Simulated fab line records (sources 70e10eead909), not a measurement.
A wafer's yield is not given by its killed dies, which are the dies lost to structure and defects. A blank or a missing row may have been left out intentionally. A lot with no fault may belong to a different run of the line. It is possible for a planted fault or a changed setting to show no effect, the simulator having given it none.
Matching of chambers    flow nand-harc    NHARC_P_M0_DESCUM_14 on rie-diel-01 has 4 sister chambers
The step chemistry O2, time 3 s. 14 wafers are shown with their chamber, then 7 later ones without.

== WAFERS WITH THEIR CHAMBER ==
wafer   chamber  drypump-motor-current-A (A)  showerhead-plenum-p-Torr (Torr)  oes-product-au (a.u.)
L647.1  1        4.9                          1.77                             1.010
L647.4  3        6.3                          1.84                             1.005
L647.5  1        4.9                          1.77                             1.010
L648.1  3        6.3                          1.84                             1.009
L648.5  2        5.0                          1.95                             0.997
L648.6  1        4.9                          1.77                             1.005
L652.3  3        6.2                          1.84                             1.004
L652.5  1        5.0                          1.77                             1.001
L652.6  0        6.0                          1.83                             1.005
L654.1  0        6.0                          1.82                             0.993
L654.2  3        6.3                          1.84                             1.011
L654.3  2        5.0                          1.94                             0.996
L659.1  3        6.3                          1.84                             1.014
L659.4  0        6.0                          1.82                             0.993

SIGNATURES, as means of the wafers listed above
reading                   chamber 0  chamber 1  chamber 2  chamber 3  scatter within a chamber
drypump-motor-current-A   6.000      4.925      5.000      6.280      0.0394
showerhead-plenum-p-Torr  1.8233     1.7700     1.9450     1.8400     0.00342
oes-product-au            0.99700    1.00650    0.99650    1.00860    0.00472
Rule: for each reading, subtract the chamber's mean from the wafer's reading, divide by that reading's scatter and square the result; add these up over the readings and take the root, which gives the wafer's distance from the chamber. If the next closest chamber is less than 2 further off than the closest, the wafer can't be placed; otherwise it belongs to the closest. The scatter is the square root of a quotient: the sum, over the shown wafers, of each reading's squared deviation from its chamber's mean, divided by wafers minus chambers.

== WAFERS WITH NO CHAMBER GIVEN ==
wafer   drypump-motor-current-A (A)  showerhead-plenum-p-Torr (Torr)  oes-product-au (a.u.)
L659.6  6.3                          1.84                             0.996
L669.1  6.3                          1.83                             1.009
L669.5  6.3                          1.83                             1.008
L669.6  6.0                          1.82                             0.998
L670.1  6.3                          1.83                             1.014
L670.4  6.0                          1.82                             1.004
L670.5  5.0                          1.76                             0.997

== EACH ONE'S CHAMBER ==
wafer   from the rows above  in truth
L659.6  3                    3
L669.1  3                    3
L669.5  3                    3
L669.6  0                    0
L670.1  3                    3
L670.4  0                    0
L670.5  1                    1
Correctly placed: 7 of 7. Not placeable from these rows: 0. 0 placed wrongly.
